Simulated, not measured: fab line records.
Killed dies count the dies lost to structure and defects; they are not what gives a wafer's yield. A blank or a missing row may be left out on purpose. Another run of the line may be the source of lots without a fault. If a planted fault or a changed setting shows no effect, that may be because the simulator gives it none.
Matching of chambers -- flow n5 finfet -- N5_SDB_HM_DEP_00 on pecvd-03 has 3 sister chambers
The step deposits SiNx from SiH4/NH3/N2, target thk 40 nm, time 35.3 s. 14 wafers are shown with their chamber, then 7 later ones without.

== WAFERS PAIRED WITH THEIR CHAMBERS ==
wafer,chamber,showerhead plenum p Torr (Torr),throttle valve pct (%),heater power w (W)
L395.1,2,5.20,37.9,912
L395.4,1,5.08,39.2,751
L395.6,0,5.25,39.8,721
L397.3,1,5.09,39.2,745
L397.4,1,5.08,39.1,762
L397.6,2,5.20,37.7,907
L399.1,1,5.10,39.0,757
L399.2,2,5.22,37.7,867
L399.3,0,5.25,39.9,669
L401.2,1,5.12,39.3,711
L401.3,2,5.21,37.7,862
L401.6,2,5.21,38.1,878
L402.1,1,5.10,39.3,778
L402.3,2,5.21,37.8,848

SIGNATURES (means of the wafers above)
reading,chamber 0,chamber 1,chamber 2,scatter within a chamber
showerhead plenum p Torr,5.2500,5.0950,5.2083,0.0114
throttle valve pct,39.850,39.183,37.817,0.135
heater power w,695.00,750.67,879.00,25.5
Rule: for each reading, subtract the chamber's mean from the wafer's reading, divide by that reading's scatter and square the result; add these up over the readings and take the root, which gives the wafer's distance from the chamber. If the next closest chamber is less than 2 further off than the closest, the wafer can't be placed; otherwise it belongs to the closest. The scatter is the square root of a quotient: the sum, over the shown wafers, of each reading's squared deviation from its chamber's mean, divided by wafers minus chambers.

== WAFERS WITHOUT THEIR CHAMBER ==
wafer,showerhead plenum p Torr (Torr),throttle valve pct (%),heater power w (W)
L402.6,5.23,39.9,662
L410.3,5.25,40.4,779
L410.4,5.25,40.6,813
L410.6,5.09,38.9,630
L412.1,5.09,39.1,771
L412.4,5.09,39.1,768
L412.6,5.23,37.9,792

== EACH ONE'S CHAMBER ==
wafer,from the rows above,in truth
L402.6,0,0
L410.3,0,0
L410.4,0,0
L410.6,1,1
L412.1,1,1
L412.4,1,1
L412.6,2,2
Correct placement for 7 of the 7. Can't be placed from these rows: 0. 0 placed wrongly.
